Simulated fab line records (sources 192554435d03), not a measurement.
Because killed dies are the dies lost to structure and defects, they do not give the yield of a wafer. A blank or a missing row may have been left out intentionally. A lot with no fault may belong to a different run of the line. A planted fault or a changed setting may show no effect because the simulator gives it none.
fab line records    flow n5-finfet
[record] lots = 5  wafers = 15  last-day = 16
route steps=1938 shown BEOL_M10@1474 PASSIVATION@1936
lots with no fault: from the same line, run without faults
start-h: hours from the record's first day to the start of the lot's first wafer shown    wait-h: hours from the lot's prior step to this one    " identical to the entry in the row above    L1.1+2: a single row standing in for several wafers    - no value, or no start was given    * or withheld: withheld    < > ~ a bound
route shown NAME@n: NAME is a module with steps in the file, n the number in the route of the first one    usual: mean/standard deviation taken from wafers without a fault    same: alike in all rows    chamber/n: place in a boat    sites: per-site readings    _std_site: standard deviation across them    _edge_site: the outer-site mean with the inner-site mean subtracted    radius-mm: how far each site lies from the wafer's centre    mask NAME#n: copy n    behind: tool/chamber where the wafer was last shaped    hold: the reason the lot was held/the length of the hold in hours/how it ended    device: the transistor (n, p or np) that didn't switch    end of line: the tests these same wafers got at the end of their route    step lacking rows: just its recipe    killed: dies lost to structure and defects at the first sort, not the wafer's yield    map: per-die view of a wafer (x killed, . not killed, _ where there is no die)
set.NAME: the setting that was run; set.NAME@STEP: the one run at that earlier step    model.NAME: the simulator's own value behind a step, which no gauge read
lots at selected steps of the route; one table per step, one row per wafer
services: when a tool's chamber went out of use (start-h, in hours from the record's first day, below 0 if earlier), for how many hours, and the reason
[[steps]]
[step N5_BEOL_M10_HM_DEP_02]
[recipe] material = TiN  target-thk-a = 200  temp-c = 25  chamber-pressure-pa = 0.49996
[step N5_BEOL_M10_COAT_59]
[recipe] resist = SOC  temp-c = 250  time-s = 60  spin-rpm = 1500  resist-thk-nm = 100
[step N5_BEOL_M10_COAT_60]
[recipe] resist = SiARC  temp-c = 220  time-s = 60  spin-rpm = 1500  resist-thk-nm = 30
[step N5_BEOL_M10_COAT_05]
[recipe] resist = CAR-ArF  spin-rpm = 1500  resist-thk-nm = 90
[step N5_BEOL_M10_EBR_07]
[recipe] solvent = PGMEA  ebr-width-mm = 1.5
[step N5_BEOL_M10_SOFTBAKE_06]
[recipe] temp-c = 110  time-s = 60  resist = CAR-ArF
[step N5_BEOL_M10_EXPOSE_08]
[recipe] mask-id = M10  na = 1.35  source-shape = dipole  sigma-inner = 0.411  sigma-outer = 0.611  polarization = te  dose-mj = 53.75
[step N5_BEOL_M10_PEB_09]
[recipe] peb-temp-c = withheld  peb-time-s = 60  resist = CAR-ArF
[step N5_BEOL_M10_DEVELOP_10]
[recipe] develop-time-s = 30  developer = TMAH  resist = CAR-ArF  rinse-liquid = diw  dry = air-spin  dev-temp-c = 23
[step N5_BEOL_M10_DESCUM_16]
[recipe] chemistry = O2  time-s = 7.9  source-power-w = 50  bias-power-w = 20  pressure-mtorr = 20  rf-frequency-hz = 2.712e+07  temp-c = 40  resist = CAR-ArF  o2-flow-sccm = 225
[usual] drypump-motor-current-A = 5.7/0.44  oes-product-au = 0.81/0.066  rf-vpp-V = 243.3/1.4  showerhead-plenum-p-Torr = 2.10/0.075  throttle-valve-pct = 20.37/0.22
lot.wafer  tool         chamber  start-h  wait-h  drypump-motor-current-A  oes-product-au  rf-hours-counter-h  rf-vpp-V  showerhead-plenum-p-Torr  throttle-valve-pct  model.CAR-ArF_of_BEOL_M10_COAT_05.thk-nm
L698.1     rie-diel-02  2        236.70   0.1     5.6                      0.87            63                  246.8     2.21                      20.50               83.8
L698.3     "            3        "        "       5.3                      0.81            95                  244.0     2.12                      20.41               84.2
L698.6     "            1        "        "       5.9                      0.71            -                   241.6     1.98                      20.47               84.2
L706.2     rie-diel-02  2        290.22   0.0     5.6                      0.85            82                  244.8     2.20                      20.54               86
L706.4     "            0        "        "       6.8                      0.90            21                  244.4     2.23                      19.92               86
L706.6     "            2        "        "       5.6                      0.85            -                   245.5     2.20                      20.55               83.4
L709.1     rie-diel-02  0        300.95   0.3     6.8                      0.91            24                  245.1     2.23                      19.92               85.6
L709.2     "            3        "        "       5.3                      0.78            118                 243.6     2.11                      20.44               86.2
L709.6     "            2        "        "       5.6                      0.85            -                   245.8     2.20                      20.54               83.4
L710.1     rie-diel-02  2        312.17   0.0     5.6                      0.83            91                  244.0     2.20                      20.57               85.6
L710.2     "            0        "        "       6.8                      0.90            30                  244.7     2.23                      19.94               85.8
L710.6     "            3        "        "       5.3                      0.77            -                   243.7     2.11                      20.45               83.4
L714.4     rie-diel-04  2        339.20   0.8     6.0                      0.82            103                 242.0     2.10                      20.10               83.6
L714.5     "            0        "        "       5.0                      0.92            -                   245.7     2.23                      20.18               83.6
L714.6     "            3        "        "       5.0                      0.78            -                   243.3     2.11                      20.55               83.4
[step N5_BEOL_M10_ETCH_61]
[recipe] chemistry = CF4  target = SiARC  target-depth-a = 390  mask-material = CAR-ArF  time-s = 65  ion-energy-ev = 80  pressure-mtorr = 40  source-w = 545  bias-w = 36  Ar_flow_sccm = 100  cf4-flow-sccm = 100  ends = cleared
[usual] drypump-motor-current-A = 5.7/0.43  etch-rf-on-time-s = 64.7/1.3  mfc-ar-sccm = 100.02/0.28  oes-product-au = 0.69/0.056  rf-vpp-V = 184.1/1.3  showerhead-plenum-p-Torr = 2.14/0.074  throttle-valve-pct = 15.54/0.23
lot.wafer  tool         chamber  start-h  wait-h  drypump-motor-current-A  etch-rf-on-time-s  mfc-ar-sccm  oes-product-au  rf-hours-counter-h  rf-vpp-V  showerhead-plenum-p-Torr  throttle-valve-pct  model.CAR-ArF_of_BEOL_M10_COAT_05.thk-nm  model.BEOL_M10.cd-offset-nm
L698.1     rie-diel-02  2        236.74   0.0     5.6                      62.8               100.15       0.75            63                  184.6     2.26                      15.67               55.8                                      0.4
L698.3     "            3        "        "       5.3                      63.0               99.98        0.69            95                  184.6     2.16                      15.52               56.2                                      0.2
L698.6     "            1        "        "       5.9                      63.5               99.97        0.61            -                   182.5     2.04                      15.76               56.2                                      0.2
L706.2     rie-diel-02  2        290.26   0.0     5.6                      64.1               100.14       0.72            82                  184.9     2.25                      15.70               58                                        -1
L706.4     "            0        "        "       6.8                      65.3               100.06       0.78            21                  184.9     2.27                      15.10               58                                        -0.8
L706.6     "            2        "        "       5.6                      63.8               99.66        0.73            -                   185.5     2.25                      15.71               55.4                                      -0.2
L709.1     rie-diel-02  0        300.99   0.0     6.8                      64.7               100.44       0.77            24                  188.1     2.27                      15.09               57.8                                      -0.8
L709.2     "            3        "        "       5.3                      64.0               99.82        0.67            118                 184.5     2.15                      15.57               58.2                                      -0.4
L709.6     "            2        "        "       5.6                      63.9               100.23       0.73            -                   185.4     2.25                      15.71               55.4                                      -0.2
L710.1     rie-diel-02  2        312.20   0.0     5.6                      63.5               99.95        0.72            91                  184.6     2.25                      15.71               57.8                                      -0.8
L710.2     "            0        "        "       6.8                      64.6               100.34       0.76            30                  186.4     2.27                      15.10               57.8                                      -1
L710.6     "            3        "        "       5.3                      64.3               99.52        0.66            -                   183.8     2.15                      15.60               55.4                                      0
L714.4     rie-diel-04  2        339.23   0.0     6.0                      63.4               99.91        0.70            103                 184.9     2.15                      15.31               55.6                                      -0.2
L714.5     "            0        "        "       5.0                      64.1               99.78        0.77            -                   186.3     2.27                      15.30               55.8                                      -0.2
L714.6     "            3        "        "       5.0                      63.1               99.80        0.68            -                   182.5     2.15                      15.67               55.6                                      -0.6
[step N5_BEOL_M10_ETCH_62]
[recipe] chemistry = N2/H2  target = SOC  target-depth-a = 1100  overetch-a = 220  mask-material = SiARC  temp-c = 40  time-s = 165  ion-energy-ev = 200  pressure-mtorr = 30  source-w = 840  bias-w = 150  n2-flow-sccm = 200  h2-flow-sccm = 200
[step N5_BEOL_M10_STRIP_68]
[recipe] chemistry = N2/H2  temp-c = 40  n2-flow-sccm = 200  h2-flow-sccm = 200  rf-frequency-hz = 6e+07
[step N5_BEOL_M10_STRIP_67]
[recipe] chemistry = CF4  resist = SiARC  power-w = 300  bias-power-w = 75  pressure-mtorr = 50  cf4-flow-sccm = 150  rf-frequency-hz = 6e+07
[step N5_BEOL_M10_HM_OPEN_17]
[recipe] chemistry = Cl2/BCl3  target-depth-a = 200  overetch-a = 60  target = TiN  mask-material = SOC  ion-energy-ev = 150  pressure-mtorr = 10  icp-w = 1000  bias-w = 126  Cl2_flow_sccm = 53.25  bcl3-flow-sccm = 21.75  Ar_flow_sccm = 25
[usual] drypump-motor-current-A = 5.6/0.55  mfc-ar-sccm = 25.01/0.081  oes-product-au = 0.69/0.073  throttle-valve-pct = 22.17/0.23
lot.wafer  tool          chamber  start-h  wait-h  drypump-motor-current-A  mfc-ar-sccm  oes-product-au  rf-hours-counter-h  throttle-valve-pct  model.BEOL_M10.cd-offset-nm
L698.1     rie-metal-03  0        236.98   0.0     6.5                      25.03        0.72            19                  21.91               0.2
L698.3     "             0        "        "       6.5                      25.10        0.72            -                   21.91               0.2
L698.6     "             1        "        "       5.1                      24.98        0.66            -                   22.19               0.2
L706.2     rie-metal-02  1        290.50   0.0     5.6                      25.05        0.64            52                  22.39               -0.6
L706.4     "             1        "        "       5.7                      25.00        0.63            -                   22.37               -1
L706.6     "             0        "        "       4.9                      24.86        0.81            -                   22.27               -0.2
L709.1     rie-metal-03  0        301.22   0.0     6.5                      24.80        0.70            25                  21.90               -1
L709.2     "             1        "        "       5.1                      24.91        0.65            53                  22.18               -0.4
L709.6     "             1        "        "       5.0                      25.07        0.64            -                   22.18               -0.2
L710.1     rie-metal-01  1        312.44   0.0     6.0                      25.07        0.74            12                  22.06               -0.8
L710.2     "             0        "        "       5.5                      25.04        0.73            16                  21.73               -1.2
L710.6     "             1        "        "       6.0                      25.13        0.74            -                   22.02               -0.2
L714.4     rie-metal-03  0        339.50   0.1     6.4                      24.91        0.69            -                   21.89               -0.6
L714.5     "             0        "        "       6.5                      24.91        0.69            -                   21.92               -0.6
L714.6     "             1        "        "       5.0                      25.13        0.64            -                   22.21               -0.6
[step N5_BEOL_M10_STRIP_19]
[recipe] chemistry = O2  power-w = 400  temp-c = 40  pressure-mtorr = 30  rf-frequency-hz = 6e+07  bias-power-w = 0  overash-fraction = 0.2  o2-flow-sccm = 225
[step N5_PASSIVATION_PROBE_49]
[usual] defect-limited-yield = 91.3/1.3  killed_at_M0_to_M3 = 32/11  killed_at_M4_up = 15/5.6  killed-at-contacts = 12/6  killed-at-front-end = 40/11  killed-at-other = 3.5/2.6  killed-dies = 102/15  killed-open = 67/12  killed-short = 34/7.3  sort_bin_5_function = 5.1/0.85  sort_bin_6_memory = 3.2/0.61  sort-n-pass = 1078/15  sort-yield-pct = 91.3/1.3
[same] gross-dies = 1180  killed-at-back-side = 0  sort_bin_4_leakage[%] = 0  sort_bin_8_speed[%] = 0
lot.wafer  tool       chamber  start-h  wait-h  defect-limited-yield[%]  killed_at_M0_to_M3  killed_at_M4_up  killed-at-contacts  killed-at-front-end  killed-at-other  killed-dies  killed-open  killed-short  sort_bin_5_function[%]  sort_bin_6_memory[%]  sort-n-pass  sort-yield-pct[%]
L710.1     prober-01  -        361.66   0.0     89.8                     18                  24               15                  61                   2                120          88           26            5.9                     3.6                   1060         89.8
L710.2     prober-01  -        361.71   0.1     91.5                     17                  22               10                  47                   4                100          70           26            4.5                     3.6                   1080         91.5
L710.6     prober-01  -        361.91   0.3     91.9                     24                  18               7                   43                   4                96           62           31            4.7                     2.9                   1084         91.9
L714.4     prober-02  -        389.15   0.2     93.2                     28                  6                22                  23                   1                80           54           26            4.1                     2.6                   1100         93.2
L714.5     prober-02  -        389.20   0.2     94.9                     21                  6                7                   26                   0                60           38           21            3.0                     1.9                   1120         94.9
L714.6     prober-02  -        389.25   0.3     91.0                     36                  8                20                  38                   4                106          71           35            5.0                     3.8                   1074         91.0
// killed by level:class
L710.1 FIN_SAQP:geometric-particle:open=14 STI_FIN_REVEAL:geometric-particle:open=14 MOL_CONTACT_COAG:geometric-particle:open=14 BEOL_M4:geometric-particle:open=14 FIN_SAQP:geometric-particle:short=10 BEOL_M3:geometric-particle:open=7 DUMMY_GATE:geometric-particle:open=4 ILD0:geometric-particle:open=4
L710.2 FIN_SAQP:geometric-particle:open=19 MOL_CONTACT_COAG:geometric-particle:open=10 FIN_SAQP:geometric-particle:short=8 BEOL_M4:geometric-particle:open=8 STI_FIN_REVEAL:geometric-particle:open=7 BEOL_M5:geometric-particle:open=5 DUMMY_GATE:geometric-particle:open=4 BEOL_M2:geometric-particle:open=4
L710.6 STI_FIN_REVEAL:geometric-particle:open=12 FIN_SAQP:geometric-particle:open=9 BEOL_M1:geometric-particle:open=8 FIN_SAQP:geometric-particle:short=6 STI_FIN_REVEAL:geometric-particle:short=5 BEOL_M1:geometric-particle:short=5 BEOL_M4:geometric-particle:open=5 BEOL_M5:geometric-particle:open=5
L714.4 MOL_CONTACT_COAG:geometric-particle:open=18 BEOL_M2:geometric-particle:open=10 BEOL_M0_SAQP:geometric-particle:short=7 FIN_SAQP:geometric-particle:short=6 STI_FIN_REVEAL:geometric-particle:open=4 MOL_CONTACT_COAG:geometric-particle:short=4 FIN_SAQP:geometric-particle:open=3 BEOL_M3:geometric-particle:open=3
L714.5 MOL_CONTACT_COAG:geometric-particle:open=6 BEOL_M1:geometric-particle:open=6 FIN_SAQP:geometric-particle:short=4 BEOL_M2:geometric-particle:open=4 STARTING-WAFER:geometric-particle:short=4 STI_FIN_REVEAL:geometric-particle:open=3 BEOL_M0_SAQP:geometric-particle:open=3 GATE_CUT:geometric-particle:short=3
L714.6 MOL_CONTACT_COAG:geometric-particle:open=15 BEOL_M3:geometric-particle:open=9 STI_FIN_REVEAL:geometric-particle:open=8 BEOL_M0_SAQP:geometric-particle:open=8 BEOL_M2:geometric-particle:open=8 FIN_SAQP:geometric-particle:open=5 MOL_CONTACT_COAG:geometric-particle:short=5 BEOL_M0_SAQP:geometric-particle:short=5
[[services]]
tool          chamber  start-h  hours  kind
rie-diel-02   0        215.95   -      clean
rie-diel-02   0        215.95   -      consumable-replace:focus-ring
rie-diel-02   0        215.95   -      consumable-replace:showerhead
rie-diel-02   0        215.95   21.3   scheduled-down
rie-diel-02   0        215.95   21.3   vent-cycle
rie-diel-04   0        233.87   4.2    repair
rie-metal-01  -        234.41   2.8    pm
rie-diel-04   2        248.81   4.0    repair
rie-metal-02  0        252.25   -      clean
rie-metal-02  0        252.25   14.4   scheduled-down
rie-metal-02  0        252.25   14.4   vent-cycle
rie-diel-04   0        271.54   -      clean
rie-diel-04   0        271.54   -      consumable-replace:focus-ring
rie-diel-04   0        271.54   -      consumable-replace:showerhead
rie-diel-04   0        271.54   20.0   scheduled-down
rie-diel-04   0        271.54   20.0   vent-cycle
rie-diel-04   1        302.10   15.4   repair
rie-metal-03  1        313.55   10.1   repair
rie-metal-03  -        319.32   1.1    repair
rie-metal-02  -        331.78   0.4    repair
rie-metal-03  -        332.84   0.3    repair
rie-diel-02   1        334.44   8.8    repair
[[key]]
first-sign none at tools or gauges
[model-effect] step = N5_BEOL_M10_DESCUM_16  value = CAR-ArF_of_BEOL_M10_COAT_05.thk-nm  without = 83.43  struck = 85.87
[model-effect] step = N5_BEOL_M10_ETCH_61  value = CAR-ArF_of_BEOL_M10_COAT_05.thk-nm  without = 55.5  struck = 57.93
[model-effect] step = N5_BEOL_M10_HM_OPEN_17  value = BEOL_M10.cd-offset-nm  without = -0.2333  struck = -0.8333
met-at N5_BEOL_M10_DESCUM_16
struck-wafers L706.2,L706.4,L709.1,L709.2,L710.1,L710.2
onset-between 236.70 290.22
[fault] kind = process-parameter-drift  tool = rie-diel-02  chamber = -  onset-h = 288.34  steps = N5_BEOL_M10_DESCUM_16  channel = time-s  offset = *  shape = step  end-h = 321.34  scope = struck-wafers-only  acts-in = *  stated = *
